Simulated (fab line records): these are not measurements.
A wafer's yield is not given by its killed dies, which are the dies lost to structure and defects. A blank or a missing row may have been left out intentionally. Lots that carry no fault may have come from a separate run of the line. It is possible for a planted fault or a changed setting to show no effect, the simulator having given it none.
2 desks, one fault + flow n5-finfet + each desk holds nothing but its own numbers, with what lay behind them at the end

## AT THE METROLOGY DESK
Lot by lot, what the gauges showed, no matter which tool ran the lot: averages of those sampled wafers that carry a number. If a lot's mean is further than 4 standard deviations from the usual mean, the lot is out of limits and carries the mark OUT (the distance appears in the brackets). 7 of its 11 readings are shown, namely those furthest out on some lot.
Columns: A = DIBL_P at N5_BEOL_M4_RC_MEAS_101, usual 37.0 mV/V; B = IOFF_N at N5_BEOL_M4_RC_MEAS_101, usual 0.17 nA/um; C = IOFF_P at N5_BEOL_M4_RC_MEAS_101, usual 0.22 nA/um; D = ION_N at N5_BEOL_M4_RC_MEAS_101, usual 673 uA/um; E = ION_P at N5_BEOL_M4_RC_MEAS_101, usual 462 uA/um; F = VT_N at N5_BEOL_M4_RC_MEAS_101, usual 250 mV; G = VT_P at N5_BEOL_M4_RC_MEAS_101, usual -250 mV
| lot  | first seen here | A    | B    | C    | D   | E   | F   | G    |
|------|-----------------|------|------|------|-----|-----|-----|------|
| L198 | day 7 09:52     | 37.1 | 0.16 | 0.20 | 664 | 459 | 252 | -254 |
| L199 | day 7 11:25     | 36.1 | 0.15 | 0.22 | 669 | 465 | 251 | -248 |
| L201 | day 7 23:59     | 36.1 | 0.15 | 0.18 | 665 | 453 | 252 | -254 |
| L202 | day 8 08:41     | 38.0 | 0.19 | 0.23 | 675 | 461 | 247 | -251 |
| L204 | day 8 18:44     | 39.1 | 0.20 | 0.23 | 678 | 458 | 246 | -252 |
| L205 | day 8 23:37     | 36.3 | 0.17 | 0.26 | 674 | 474 | 247 | -243 |
| L207 | day 9 02:47     | 37.3 | 0.17 | 0.22 | 684 | 467 | 248 | -250 |
| L213 | day 10 14:30    | 41.0 | 0.23 | 0.30 | 692 | 476 | 243 | -243 |
| L214 | day 11 00:26    | 34.0 | 0.16 | 0.20 | 675 | 462 | 251 | -249 |
| L218 | day 12 07:22    | 37.9 | 0.17 | 0.23 | 677 | 465 | 249 | -252 |
This desk's verdict: no lot among the 10 shows anything out of limits.

## DESK OF THE TOOL OWNER: euv-scanner-01
The tool's own readings at N5_BEOL_M2_EXPOSE_08 (exposes mask M2): means of the sampled wafers that have a number, for each lot that ran on this tool. If a lot's mean is further than 4 standard deviations from the usual mean, the lot is out of limits and carries the mark OUT (the distance appears in the brackets).
Columns: A = exposure-dose-mJ-cm2 at N5_BEOL_M2_EXPOSE_08, usual 41.52; B = stage-msd-nm at N5_BEOL_M2_EXPOSE_08, usual 0.75 nm
| lot  | first seen here | A                | B    |
|------|-----------------|------------------|------|
| L199 | day 7 12:37     | 41.23            | 0.82 |
| L201 | day 8 00:28     | 41.24            | 0.81 |
| L204 | day 8 20:15     | 43.20 (+7.0) OUT | 0.81 |
| L207 | day 9 03:32     | 42.74 (+5.1) OUT | 0.81 |
This desk's verdict: out of limits on L204, L207, starting with L204 at day 8 20:15 (exposure-dose-mJ-cm2 at N5_BEOL_M2_EXPOSE_08). L199, L201 stayed within limits.

## TAKEN TOGETHER
The tool owner's desk had the chance to raise an alarm at day 8 20:15 on L204, L207.
Nothing out of limits was seen by the metrology desk.
The metrology desk holds a record of L204, L207, inside its limits.
The lots listed all ran N5_BEOL_M2_EXPOSE_08 on euv-scanner-01.

## WHAT THE SIMULATOR HAD INSERTED
Process parameter drift: euv-scanner-01, from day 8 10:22 on, at N5_BEOL_M2_EXPOSE_08. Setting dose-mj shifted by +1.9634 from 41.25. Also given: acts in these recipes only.
Lots struck among those shown: L204, L207.
Time in hours from fault onset to the first out-of-limits reading at each desk: the tool owner's desk, 10.
